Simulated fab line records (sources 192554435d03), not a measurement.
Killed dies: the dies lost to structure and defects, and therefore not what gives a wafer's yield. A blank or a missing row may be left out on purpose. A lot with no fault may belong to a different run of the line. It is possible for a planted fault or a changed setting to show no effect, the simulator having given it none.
fab line records    flow n5Finfet
record: lots: 7  wafers: 21
route steps=1938 shown FIN_SAQP@96 FIN_CUT@176 SD_EPI_N@263 SD_EPI_P@321
startH: start of the lot's first displayed wafer, in hours after the record's first day    waitH: hours elapsed since this lot's preceding step    " unchanged from the row above    L1.1+2: a row that stands for several wafers    - no value, or no start given    * or withheld: withheld    < > ~ a bound
route shown NAME@n: NAME is a module with steps in the file, n the number in the route of the first one    usual: the fault-free wafers' mean and standard deviation    same: alike in all rows    chamber/n: place in a boat    sites: readings site by site    _std_site: standard deviation across them    _edge_site: outer sites' mean less inner sites'    radiusMm: for every site, how far away it sits from the centre of the wafer    mask NAME#n: copy n    behind: the tool/chamber that last shaped the wafer    hold: the reason the lot was held/the length of the hold in hours/how it ended    device: transistor that didn't switch, given as n, p or np    end of line: tests run on the same wafers once the route is complete    a step without rows: its recipe alone    killed: dies lost to structure and defects at the first sort, not the wafer's yield    map: dies across one wafer; x = killed, . = not, _ = none there
set.NAME: setting as actually run; set.NAME@STEP: the setting as run at that earlier step    model.NAME: the simulator's own value behind a step, which no gauge read
lots where settings were altered on purpose, with a table for each step and a row for each wafer
== steps ==
step: N5_FIN_SAQP_HM_DEP_03
recipe: material: SiNx  targetThkA: 380  tempC: 400  precursor: SiH4/NH3/N2  pressureTorr: 1.5  rfW: 300  timeS: 33.6
lot.wafer  tool      chamber  startH  waitH  set.timeS  model.SiNx_of_FIN_SAQP_HM_DEP_03.thkNm
L077.1     pecvd-01  0        38.94   0.2    33.6       38.46
L077.2     "         2        "       "      31.9       35.62
L077.5     "         0        "       "      31.9       37.15
L078.1     pecvd-01  1        44.83   0.2    33.6       37.66
L078.5     "         0        "       "      33.6       39.37
L078.6     "         2        "       "      33.6       38.14
L081.3     pecvd-04  1        62.83   0.2    33.6       38.76
L081.4     "         2        "       "      33.6       37.17
L081.5     "         2        "       "      33.6       37.47
L083.1     pecvd-01  2        75.68   0.3    37.09      40.89
L083.3     "         1        "       "      33.6       37.95
L083.4     "         0        "       "      37.09      42.62
L087.2     pecvd-03  2        100.33  0.2    33.6       37.92
L087.3     "         1        "       "      36.07      40.67
L087.4     "         0        "       "      36.07      41.2
L091.3     pecvd-03  0        122.77  0.1    37.4       42.06
L091.4     "         0        "       "      37.4       42.65
L091.6     "         1        "       "      33.6       38.14
L096.2     pecvd-01  2        153.81  0.2    33.6       37.62
L096.3     "         0        "       "      33.6       38.42
L096.5     "         1        "       "      33.6       38.24
step: N5_FIN_SAQP_THK_MEAS_05
usual: thkNm: 38.0/0.61
lot.wafer  tool          chamber  startH  waitH  set.timeS@FIN_SAQP_HM_DEP_03  thkNm
L077.1     filmMetro-01  -        39.02   0.1    33.6                          38.4
L077.2     "             -        "       "      31.9                          35.6
L077.5     "             -        "       "      31.9                          37.1
L078.1     filmMetro-01  -        44.92   0.1    33.6                          37.7
L078.5     "             -        "       "      33.6                          39.3
L078.6     "             -        "       "      33.6                          38.1
L081.3     filmMetro-02  -        62.92   0.1    33.6                          38.8
L081.4     "             -        "       "      33.6                          37.2
L081.5     "             -        "       "      33.6                          37.5
L083.1     filmMetro-02  -        75.77   0.1    37.09                         40.9
L083.3     "             -        "       "      33.6                          37.9
L083.4     "             -        "       "      37.09                         42.6
L087.2     filmMetro-01  -        100.41  0.1    33.6                          37.9
L087.3     "             -        "       "      36.07                         40.6
L087.4     "             -        "       "      36.07                         41.2
L091.3     filmMetro-02  -        122.86  0.1    37.4                          42.1
L091.4     "             -        "       "      37.4                          42.6
L091.6     "             -        "       "      33.6                          38.1
L096.2     filmMetro-01  -        153.90  0.1    33.6                          37.6
L096.3     "             -        "       "      33.6                          38.4
L096.5     "             -        "       "      33.6                          38.2
step: N5_FIN_SAQP_COAT_68
recipe: resist: SOC  tempC: 250  timeS: 60  spinRpm: 1500  resistThkNm: 100
lot.wafer  tool           chamber  startH  waitH  set.spinRpm  model.SOC_of_FIN_SAQP_COAT_68.thkNm
L077.1     lithoTrack-02  0        43.41   0.3    1338         105.6
L077.2+5   "              0        "       "      1338         106
L078.1     lithoTrack-02  0        48.93   0.3    1500         99.4
L078.5     "              0        "       "      1500         99.6
L078.6     "              0        "       "      1550         98
L081.3+4   lithoTrack-04  0        66.52   0.2    1500         99.8
L081.5     "              0        "       "      1500         100
L083.1+3   lithoTrack-02  0        79.37   0.3    1421         102.6
L083.4     "              0        "       "      1500         99.8
L087.2     lithoTrack-01  0        105.04  0.3    1379         103.6
L087.3+4   "              0        "       "      1500         99.8
L091.3     lithoTrack-04  0        126.35  0.2    1646         95.2
L091.4     "              0        "       "      1646         95.4
L091.6     "              0        "       "      1500         100.2
L096.2     lithoTrack-01  0        157.46  0.3    1500         99.8
L096.3     "              0        "       "      1500         100
L096.5     "              0        "       "      1645         95.4
step: N5_FIN_SAQP_SPACER2_ALD_28
recipe: material: SiO2  targetThkA: 81  tempC: 300  aldPrecursorFamily: BDEAS  aldCoReactant: O2-plasma  pulseTimeS: 1  purgeTimeS: 2  coReactantPurgeTimeS: 2  pressureTorr: 2
lot.wafer   tool       chamber  startH  waitH  set.tempC
L077.1+5    aldSin-01  1,2      43.78   0.1    300
L077.2      "          2        "       "      310.3
L078.1+5+6  aldSin-04  0,1,0    49.30   0.1    300
L081.3+4+5  aldSin-03  2,1,1    66.88   0.1    300
L083.1+3    aldSin-01  2,1      79.75   0.1    308.2
L083.4      "          0        "       "      300
L087.2+3+4  aldSin-04  1,0,2    105.58  0.1    300
L091.3+6    aldSin-04  0        128.07  1.4    296.2
L091.4      "          2        "       "      300
L096.2      aldSin-01  1        157.92  0.1    304.4
L096.3+5    "          2        "       "      300
step: N5_FIN_SAQP_SPACER2_ETCHBACK_29
recipe: chemistry: CHF3/O2  mode: anisotropicEtchback  target: SiO2  targetDepthA: 122  timeS: 6.1  pressureMtorr: 30  sourceW: 650  biasW: 170  Ar_flow_sccm: 200  CHF3_flow_sccm: 50  O2_flow_sccm: 5  ionEnergyEv: 200
step: N5_FIN_SAQP_MANDREL2_REMOVE_60
recipe: chemistry: HBr/Cl2/O2  btTimeS: 10  target: a-Si  stopOn: SiNx  endpoint: OES-SiCl  overEtchFrac: 1  icpW: 600  biasW: 22  HBr_flow_sccm: 150  Cl2_flow_sccm: 80  O2_flow_sccm: 5  pressureMtorr: 10
step: N5_FIN_SAQP_HM_OPEN_33
recipe: chemistry: CH3F/O2  target: SiNx  maskMaterial: SiO2  targetDepthA: 494  timeS: 70.6  pressureMtorr: 30  sourceW: 395  biasW: 73  Ar_flow_sccm: 150  CH3F_flow_sccm: 30  O2_flow_sccm: 20  ionEnergyEv: 120  ends: cleared
usual: etchRfOnTimeS: 69.2/1.8
lot.wafer  tool        chamber  startH  waitH  set.timeS@FIN_SAQP_HM_DEP_03  etchRfOnTimeS  model.etch.depthNm
L077.1     rieDiel-01  3        44.45   0.0    33.6                          71.0           37.83
L077.2     "           1        "       "      31.9                          66.0           34.82
L077.5     "           0        "       "      31.9                          67.2           36.34
L078.1     rieDiel-01  2        49.87   0.0    33.6                          69.9           37.04
L078.5     "           0        "       "      33.6                          71.9           38.71
L078.6     "           1        "       "      33.6                          71.0           37.47
L081.3     rieDiel-02  1        67.72   0.1    33.6                          69.7           38.13
L081.4     "           2        "       "      33.6                          69.5           36.54
L081.5     "           1        "       "      33.6                          67.6           36.84
L083.1     rieDiel-01  2        80.52   0.1    37.09                         74.8           40.26
L083.3     "           3        "       "      33.6                          69.0           37.18
L083.4     "           0        "       "      37.09                         77.1           41.99
L087.2     rieDiel-01  1        106.36  0.1    33.6                          70.0           37.29
L087.3     "           3        "       "      36.07                         75.4           40.05
L087.4     "           1        "       "      36.07                         75.9           40.57
L091.3     rieDiel-01  3        128.64  0.0    37.4                          78.5           41.43
L091.4     "           0        "       "      37.4                          77.6           41.65
L091.6     "           0        "       "      33.6                          70.3           37.48
L096.2     rieDiel-04  1        158.51  0.1    33.6                          69.6           36.99
L096.3     "           3        "       "      33.6                          68.0           37.79
L096.5     "           1        "       "      33.6                          71.7           37.62
step: N5_FIN_SAQP_ETCH_34
recipe: chemistry: C4F6/O2  target: SiO2  targetDepthA: 450  timeS: 15  ionEnergyEv: 250  pressureMtorr: 30  sourceW: 345  biasW: 185  Ar_flow_sccm: 300  C4F6_flow_sccm: 10  O2_flow_sccm: 10  ends: cleared
lot.wafer  tool        chamber  startH  waitH  set.timeS@FIN_SAQP_HM_DEP_03  model.SiNx_of_FIN_SAQP_HM_DEP_03.thkNm
L077.1     rieDiel-01  3        44.52   0.0    33.6                          35
L077.2     "           1        "       "      31.9                          31.8
L077.5     "           0        "       "      31.9                          33.4
L078.1     rieDiel-01  2        49.94   0.0    33.6                          34.2
L078.5     "           0        "       "      33.6                          35.8
L078.6     "           1        "       "      33.6                          34.4
L081.3     rieDiel-02  1        67.79   0.0    33.6                          35.2
L081.4     "           2        "       "      33.6                          33.6
L081.5     "           1        "       "      33.6                          34
L083.1     rieDiel-01  2        80.59   0.0    37.09                         37.4
L083.3     "           3        "       "      33.6                          34.4
L083.4     "           0        "       "      37.09                         39
L087.2     rieDiel-01  1        106.43  0.0    33.6                          34.2
L087.3     "           3        "       "      36.07                         37.2
L087.4     "           1        "       "      36.07                         37.6
L091.3+4   rieDiel-01  3,0      128.71  0.0    37.4                          38.6
L091.6     "           0        "       "      33.6                          34.4
L096.2     rieDiel-04  1        158.58  0.0    33.6                          34
L096.3     "           3        "       "      33.6                          34.8
L096.5     "           1        "       "      33.6                          34.6
step: N5_FIN_SAQP_STRIP_77
recipe: chemistry: N2/H2  timeS: 90  powerW: 100  tempC: 40  pressureMtorr: 100  rfFrequencyHz: 6e+07  biasPowerW: 3  n2FlowSccm: 300  h2FlowSccm: 300
step: N5_FIN_SAQP_ETCH_64
recipe: chemistry: CF4  target: SiO2  targetDepthA: 15  ionEnergyEv: 350  pressureMtorr: 10  icpW: 800  biasW: 400  cf4FlowSccm: 80
lot.wafer  tool      chamber  startH  waitH  set.timeS@FIN_SAQP_HM_DEP_03  model.SiNx_of_FIN_SAQP_HM_DEP_03.thkNm
L077.1     rieSi-04  3        44.72   0.0    33.6                          33.2
L077.2     "         0        "       "      31.9                          30
L077.5     "         1        "       "      31.9                          31.4
L078.1     rieSi-02  1        50.14   0.0    33.6                          32.4
L078.5     "         1        "       "      33.6                          33.8
L078.6     "         2        "       "      33.6                          32.6
L081.3     rieSi-02  1        67.98   0.0    33.6                          33.4
L081.4     "         0        "       "      33.6                          31.8
L081.5     "         2        "       "      33.6                          32
L083.1     rieSi-02  0        80.80   0.0    37.09                         35.6
L083.3     "         1        "       "      33.6                          32.4
L083.4     "         0        "       "      37.09                         37.2
L087.2     rieSi-02  0        106.63  0.0    33.6                          32.4
L087.3     "         1        "       "      36.07                         35.4
L087.4     "         2        "       "      36.07                         35.8
L091.3+4   rieSi-01  2,3      128.90  0.0    37.4                          36.8
L091.6     "         2        "       "      33.6                          32.6
L096.2     rieSi-02  2        158.77  0.0    33.6                          32.2
L096.3     "         3        "       "      33.6                          33
L096.5     "         2        "       "      33.6                          32.8
step: N5_FIN_SAQP_FIN_ETCH_36
recipe: chemistry: HBr/Cl2/O2  targetDepthA: 1200  maskMaterial: SiNx  timeS: 50.4  biasW: 102  pressureMtorr: 10  icpW: 800  HBr_flow_sccm: 150  Cl2_flow_sccm: 80  O2_flow_sccm: 12
lot.wafer  tool      chamber  startH  waitH  set.timeS@FIN_SAQP_HM_DEP_03  model.SiNx_of_FIN_SAQP_HM_DEP_03.thkNm
L077.1     rieSi-04  3        44.74   0.0    33.6                          22.4
L077.2     "         0        "       "      31.9                          18.4
L077.5     "         1        "       "      31.9                          19.4
L078.1     rieSi-02  1        50.16   0.0    33.6                          21
L078.5     "         1        "       "      33.6                          22.6
L078.6     "         2        "       "      33.6                          21.2
L081.3     rieSi-02  1        68.00   0.0    33.6                          22
L081.4     "         0        "       "      33.6                          20.2
L081.5     "         2        "       "      33.6                          20.6
L083.1     rieSi-02  0        80.82   0.0    37.09                         23.8
L083.3     "         1        "       "      33.6                          21
L083.4     "         0        "       "      37.09                         25.4
L087.2     rieSi-02  0        106.65  0.0    33.6                          20.8
L087.3     "         1        "       "      36.07                         24
L087.4     "         2        "       "      36.07                         24.4
L091.3     rieSi-01  2        128.92  0.0    37.4                          25.2
L091.4     "         3        "       "      37.4                          25.6
L091.6     "         2        "       "      33.6                          21
L096.2     rieSi-02  2        158.79  0.0    33.6                          20.6
L096.3     "         3        "       "      33.6                          21.4
L096.5     "         2        "       "      33.6                          21.2
step: N5_FIN_CUT_CUT_ETCH_15
recipe: chemistry: HBr/Cl2/O2  target: Si  targetDepthA: 1000  btTimeS: 10  maskMaterial: SOC  timeS: 42.4  ionEnergyEv: *  biasW: *  pressureMtorr: 10  icpW: 800  HBr_flow_sccm: 150  Cl2_flow_sccm: 80  O2_flow_sccm: 12
lot.wafer  tool      chamber  startH  waitH  set.timeS  model.etch.depthNm  model.FIN_CUT.featureDepthNm  model.SOC_of_FIN_CUT_COAT_18.thkNm
L077.1     rieSi-05  3        46.05   0.1    42.4       97.81               97.8                          170.8
L077.2     "         1        "       "      42.4       103.8               103.8                         168.6
L077.5     "         3        "       "      42.4       98.9                98.8                          171.4
L078.1     rieSi-05  1        51.59   0.1    42.4       104                 104                           168.6
L078.5     "         1        "       "      38.07      92.17               92.2                          173.6
L078.6     "         0        "       "      38.07      92.02               92                            172.6
L081.3     rieSi-05  3        69.54   0.0    42.4       98.43               98.4                          169.8
L081.4     "         1        "       "      42.4       102.5               102.4                         169.2
L081.5     "         1        "       "      42.4       102.1               102                           170
L083.1     rieSi-05  1        82.12   0.1    45.81      111.4               111.4                         165.8
L083.3     "         3        "       "      45.81      106.9               106.8                         167.6
L083.4     "         2        "       "      42.4       97.21               97.2                          171
L087.2     rieSi-03  3        107.96  0.1    38.83      91.11               91.2                          173
L087.3     "         2        "       "      38.83      88.72               88.8                          173.2
L087.4     "         0        "       "      42.4       105.5               105.4                         167.4
L091.3     rieSi-06  3        130.36  0.0    46.01      113                 113                           165
L091.4     "         0        "       "      46.01      109.3               109.2                         166.8
L091.6     "         2        "       "      42.4       99.49               99.4                          170.6
L096.2     rieSi-06  2        160.10  0.1    35.28      83.28               83.2                          176.4
L096.3     "         1        "       "      35.28      86.24               86.2                          175.6
L096.5     "         1        "       "      42.4       102.8               102.8                         168.6
step: N5_SD_EPI_N_COAT_33
recipe: resist: SiARC  tempC: 220  timeS: 60  spinRpm: 1500  resistThkNm: 35
lot.wafer   tool           chamber  startH  waitH  set.spinRpm  model.SiARC_of_SD_EPI_N_COAT_33.thkNm
L077.1      lithoTrack-05  0        -       -      1500         35.2
L077.2      "              0        "       "      1500         35
L077.5      "              0        "       "      1586         34
L078.1+5+6  lithoTrack-02  0        -       -      1500         35
L081.3+4    lithoTrack-04  0        -       -      1500         34.8
L081.5      "              0        "       "      1500         35
L083.1+3    lithoTrack-04  0        -       -      1500         35
L083.4      "              0        "       "      1500         34.8
L087.2      lithoTrack-05  0        -       -      1437         35.8
L087.3+4    "              0        "       "      1500         35
L091.3+4+6  lithoTrack-04  0        -       -      1500         34.8
L096.2+3    lithoTrack-02  0        -       -      1500         35
L096.5      "              0        "       "      1500         35.2
step: N5_SD_EPI_N_DEVELOP_08
recipe: developTimeS: 30  developer: TMAH  resist: CAR-ArF-block  devTempC: 23  rinseLiquid: diw  dry: airSpin
lot.wafer   tool           chamber  startH  waitH  set.developTimeS
L077.1+2    lithoTrack-02  0        -       -      30
L077.5      "              0        "       "      36.11
L078.1+5    lithoTrack-04  0        -       -      27.46
L078.6      "              0        "       "      30
L081.3+4+5  lithoTrack-05  0        -       -      30
L083.1      lithoTrack-05  0        -       -      30
L083.3+4    "              0        "       "      33.69
L087.2      lithoTrack-05  0        -       -      27.59
L087.3+4    "              0        "       "      30
L091.3      lithoTrack-04  0        -       -      26.78
L091.4+6    "              0        "       "      30
L096.2+5    lithoTrack-04  0        -       -      35.25
L096.3      "              0        "       "      30
step: N5_SD_EPI_N_DESCUM_14
recipe: chemistry: O2  timeS: 7.9  sourcePowerW: 50  biasPowerW: 20  pressureMtorr: 20  rfFrequencyHz: 2.712e+07  tempC: 40  resist: CAR-ArF-block  o2FlowSccm: 225
step: N5_SD_EPI_N_ETCH_34
recipe: chemistry: CF4  target: SiARC  targetDepthA: 455  maskMaterial: CAR-ArF-block  timeS: 75.8  ionEnergyEv: 80  pressureMtorr: 40  sourceW: 545  biasW: 36  Ar_flow_sccm: 100  cf4FlowSccm: 100  ends: cleared
lot.wafer  tool        chamber  startH  waitH  set.spinRpm@SD_EPI_N_COAT_33  model.etch.depthNm
L077.1     rieDiel-02  1        66.75   0.0    1500                          35.14
L077.2     "           2        "       "      1500                          35.04
L077.5     "           3        "       "      1586                          34.09
L078.1     rieDiel-04  0        72.45   0.0    1500                          34.91
L078.5     "           2        "       "      1500                          35.03
L078.6     "           1        "       "      1500                          34.98
L081.3     rieDiel-02  1        90.61   0.0    1500                          34.9
L081.4     "           3        "       "      1500                          34.88
L081.5     "           0        "       "      1500                          34.92
L083.1     rieDiel-02  1        103.88  0.0    1500                          34.96
L083.3     "           3        "       "      1500                          34.93
L083.4     "           1        "       "      1500                          34.87
L087.2     rieDiel-04  0        129.34  0.0    1437                          35.72
L087.3     "           2        "       "      1500                          34.91
L087.4     "           3        "       "      1500                          34.98
L091.3     rieDiel-01  0        151.18  0.0    1500                          34.9
L091.4     "           0        "       "      1500                          34.89
L091.6     "           3        "       "      1500                          34.85
L096.2     rieDiel-04  0        182.75  0.0    1500                          35.07
L096.3     "           1        "       "      1500                          34.99
L096.5     "           1        "       "      1500                          35.1
step: N5_SD_EPI_P_EPI_21
recipe: material: SiGe:B  dopant: B  tempC: 550  pressureTorr: 20  ambient: H2  timeS: 355
lot.wafer  tool         chamber  startH  waitH  set.tempC  model.SiGe-B_of_SD_EPI_P_EPI_21.thkNm
L077.1     epiRpcvd-02  0        72.62   0.1    550        60
L077.2     "            0        "       "      547.7      58
L077.5     "            0        74.06   1.5    547.7      57.6
L078.1     epiRpcvd-04  0        78.99   0.2    553.7      65.4
L078.5     "            0        80.91   2.0    550        62
L078.6     "            0        "       "      550        60.8
L081.3     epiRpcvd-04  0        98.65   1.1    550        60.6
L081.4     "            0        "       "      550        61
L081.5     "            0        "       "      550        60.2
L083.1     epiRpcvd-01  0        109.84  0.1    550        61.2
L083.3     "            0        "       "      550        61.8
L083.4     "            0        "       "      550        60.6
L087.2     epiRpcvd-01  0        136.26  0.9    550        61.4
L087.3+4   "            0        "       "      550        61.6
L091.3     epiRpcvd-04  0        158.05  1.1    547.6      57.8
L091.4     "            0        "       "      550        60.8
L091.6     "            0        "       "      547.6      57.4
L096.2     epiRpcvd-02  0        189.31  0.5    553.6      66
L096.3+5   "            0        "       "      550        60.8
step: N5_SD_EPI_P_EPI_MEAS_23
recipe: mode: xrd
usual: thkNm: 61.2/1.1
lot.wafer  tool          chamber  startH  waitH  set.tempC@SD_EPI_P_EPI_21  thkNm
L077.1     filmMetro-02  -        74.82   1.8    550                        63.0
L077.2     "             -        "       "      547.7                      58.1
L077.5     "             -        "       "      547.7                      56.7
L078.1     filmMetro-02  -        81.91   2.4    553.7                      65.4
L078.5     "             -        "       "      550                        61.6
L078.6     "             -        "       "      550                        59.4
L081.3     filmMetro-02  -        100.61  1.5    550                        60.2
L081.4     "             -        "       "      550                        60.8
L081.5     "             -        "       "      550                        61.0
L083.1     filmMetro-01  -        112.04  1.8    550                        61.0
L083.3     "             -        "       "      550                        61.1
L083.4     "             -        "       "      550                        59.9
L087.2     filmMetro-02  -        139.51  2.6    550                        61.5
L087.3     "             -        "       "      550                        61.5
L087.4     "             -        "       "      550                        60.3
L091.3     filmMetro-01  -        160.01  1.5    547.6                      59.1
L091.4     "             -        "       "      550                        61.5
L091.6     "             -        "       "      547.6                      56.7
L096.2     filmMetro-02  -        191.15  1.5    553.6                      66.4
L096.3     "             -        "       "      550                        61.2
L096.5     "             -        "       "      550                        59.3
step: N5_SD_EPI_P_HM_STRIP_48
recipe: chemistry: H3PO4  tempC: 160  material: SiNx  target: SiNx  targetDepthA: 30  overetchFraction: 0.3
lot.wafer  tool         chamber  startH  waitH  set.tempC@SD_EPI_P_EPI_21  model.SiGe-B_of_SD_EPI_P_EPI_21.thkNm
L077.1     wetBench-05  2        74.85   0.0    550                        59.8
L077.2     "            6        "       "      547.7                      57.6
L077.5     "            3        "       "      547.7                      57.4
L078.1     wetBench-02  2        81.94   0.0    553.7                      65
L078.5     "            0        "       "      550                        61.8
L078.6     "            3        "       "      550                        60.4
L081.3     wetBench-05  6        100.65  0.0    550                        60.2
L081.4     "            7        "       "      550                        60.6
L081.5     "            0        "       "      550                        59.8
L083.1     wetBench-05  0        112.07  0.0    550                        61
L083.3     "            4        "       "      550                        61.6
L083.4     "            3        "       "      550                        60.4
L087.2     wetBench-03  7        139.55  0.0    550                        61
L087.3+4   "            2,0      "       "      550                        61.2
L091.3     wetBench-05  7        160.05  0.0    547.6                      57.6
L091.4     "            6        "       "      550                        60.4
L091.6     "            2        "       "      547.6                      57
L096.2     wetBench-03  6        191.18  0.0    553.6                      65.6
L096.3+5   "            2,4      "       "      550                        60.6
step: N5_SD_EPI_P_SRD_49
recipe: dry: ipaMarangoni  timeS: 30  tempC: 23  rinseLiquid: diw
step: N5_SD_EPI_P_PRECLEAN_24
recipe: chemistry: O3/DIW  timeS: 45  tempC: 22  o3Ppm: 10
lot.wafer  tool         chamber  startH  waitH  set.tempC@SD_EPI_P_EPI_21  model.SiGe-B_of_SD_EPI_P_EPI_21.thkNm
L077.1     wetBench-05  2        74.93   0.0    550                        59.6
L077.2     "            6        "       "      547.7                      57.4
L077.5     "            3        "       "      547.7                      57.2
L078.1     wetBench-02  2        82.01   0.0    553.7                      65
L078.5     "            0        "       "      550                        61.6
L078.6     "            3        "       "      550                        60.4
L081.3     wetBench-05  6        100.79  0.0    550                        60
L081.4     "            7        "       "      550                        60.4
L081.5     "            0        "       "      550                        59.8
L083.1     wetBench-05  0        112.14  0.0    550                        60.8
L083.3     "            4        "       "      550                        61.4
L083.4     "            3        "       "      550                        60.2
L087.2     wetBench-03  7        139.62  0.0    550                        60.8
L087.3     "            2        "       "      550                        61.2
L087.4     "            0        "       "      550                        61
L091.3     wetBench-05  7        160.12  0.0    547.6                      57.4
L091.4     "            6        "       "      550                        60.4
L091.6     "            2        "       "      547.6                      57
L096.2     wetBench-03  6        191.25  0.0    553.6                      65.4
L096.3+5   "            2,4      "       "      550                        60.4
== key ==
split: step: N5_FIN_SAQP_HM_DEP_03  setting: timeS  stated: 33.6  by: wafer
response: step: N5_FIN_SAQP_HM_DEP_03  reading: model.SiNx_of_FIN_SAQP_HM_DEP_03.thkNm  change: +0.38  per: 1%  r: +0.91
response: step: N5_FIN_SAQP_THK_MEAS_05  reading: thkNm  change: *  per: 1%  r: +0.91
response: step: N5_FIN_SAQP_HM_OPEN_33  reading: etchRfOnTimeS  change: *  per: 1%  r: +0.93
response: step: N5_FIN_SAQP_HM_OPEN_33  reading: model.etch.depthNm  change: +0.382  per: 1%  r: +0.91
response: step: N5_FIN_SAQP_ETCH_34  reading: model.SiNx_of_FIN_SAQP_HM_DEP_03.thkNm  change: +0.389  per: 1%  r: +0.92
response: step: N5_FIN_SAQP_ETCH_64  reading: model.SiNx_of_FIN_SAQP_HM_DEP_03.thkNm  change: +0.397  per: 1%  r: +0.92
response: step: N5_FIN_SAQP_FIN_ETCH_36  reading: model.SiNx_of_FIN_SAQP_HM_DEP_03.thkNm  change: +0.412  per: 1%  r: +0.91
split: step: N5_FIN_SAQP_COAT_68  setting: spinRpm  stated: 1500  by: wafer
response: step: N5_FIN_SAQP_COAT_68  reading: model.SOC_of_FIN_SAQP_COAT_68.thkNm  change: -0.485  per: 1%  r: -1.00
split: step: N5_FIN_SAQP_SPACER2_ALD_28  setting: tempC  stated: 300  by: wafer
response none clear
split: step: N5_FIN_CUT_CUT_ETCH_15  setting: timeS  stated: 42.4  by: wafer
response: step: N5_FIN_CUT_CUT_ETCH_15  reading: model.etch.depthNm  change: +1.26  per: 1%  r: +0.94
response: step: N5_FIN_CUT_CUT_ETCH_15  reading: model.FIN_CUT.featureDepthNm  change: +1.26  per: 1%  r: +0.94
response: step: N5_FIN_CUT_CUT_ETCH_15  reading: model.SOC_of_FIN_CUT_COAT_18.thkNm  change: -0.493  per: 1%  r: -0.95
split: step: N5_SD_EPI_N_COAT_33  setting: spinRpm  stated: 1500  by: wafer
response: step: N5_SD_EPI_N_COAT_33  reading: model.SiARC_of_SD_EPI_N_COAT_33.thkNm  change: -0.191  per: 1%  r: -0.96
response: step: N5_SD_EPI_N_ETCH_34  reading: model.etch.depthNm  change: -0.178  per: 1%  r: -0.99
split: step: N5_SD_EPI_N_DEVELOP_08  setting: developTimeS  stated: 30  by: wafer
response none clear
split: step: N5_SD_EPI_P_EPI_21  setting: tempC  stated: 550  by: wafer
response: step: N5_SD_EPI_P_EPI_21  reading: model.SiGe-B_of_SD_EPI_P_EPI_21.thkNm  change: +6.75  per: 1%  r: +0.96
response: step: N5_SD_EPI_P_EPI_MEAS_23  reading: thkNm  change: *  per: 1%  r: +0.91
response: step: N5_SD_EPI_P_HM_STRIP_48  reading: model.SiGe-B_of_SD_EPI_P_EPI_21.thkNm  change: +6.59  per: 1%  r: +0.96
response: step: N5_SD_EPI_P_PRECLEAN_24  reading: model.SiGe-B_of_SD_EPI_P_EPI_21.thkNm  change: +6.68  per: 1%  r: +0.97
